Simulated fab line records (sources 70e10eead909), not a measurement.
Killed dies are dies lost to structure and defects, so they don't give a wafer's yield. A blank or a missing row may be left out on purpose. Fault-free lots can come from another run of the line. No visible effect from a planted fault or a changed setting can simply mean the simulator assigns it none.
Chamber matching | flow nand-harc | pecvd-01 running NHARC_THIN_TSV_DEP_47: 3 sister chambers
The step deposits SiO2, target thk 200 nm. 6 wafers are shown with their chamber, then 7 later ones without.

== EACH WAFER AND ITS CHAMBER ==
wafer  | chamber | throttle-valve-pct (%)
L808.3 | 1       | 15.4
L814.2 | 2       | 16.0
L814.4 | 1       | 14.9
L814.5 | 2       | 15.7
L816.3 | 0       | 16.1
L816.4 | 0       | 15.9

== WAFERS WITHOUT THEIR CHAMBER ==
wafer  | throttle-valve-pct (%)
L816.6 | 15.8
L817.2 | 15.9
L817.5 | 15.1
L817.6 | 15.9
L818.2 | 15.0
L818.4 | 16.0
L818.5 | 15.6

== WHICH CHAMBER EACH WENT THROUGH ==
wafer  | from the rows above          | in truth
L816.6 | can't be placed: 2 or 0      | 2
L817.2 | can't be placed: 2 or 0      | 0
L817.5 | 1                            | 1
L817.6 | can't be placed: 2 or 0      | 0
L818.2 | 1                            | 1
L818.4 | can't be placed: 0 or 2      | 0
L818.5 | can't be placed: 2 or 0 or 1 | 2
Correctly placed: 2 of 7. Can't be placed from these rows: 5 (the true chamber is among the candidates in 5). Placed wrongly: 0.
How it was worked out, from the rows above alone: a wafer's distance from a chamber is the root of the sum, over the readings, of the square of ((its reading less the chamber's mean) divided by the reading's scatter). The wafer belongs to the nearest chamber; if the next one is less than 2 further off, it can't be placed. Each chamber's mean is taken over the wafers shown for it. The scatter is the square root of a quotient: the sum, over the shown wafers, of each reading's squared deviation from its chamber's mean, divided by wafers minus chambers.
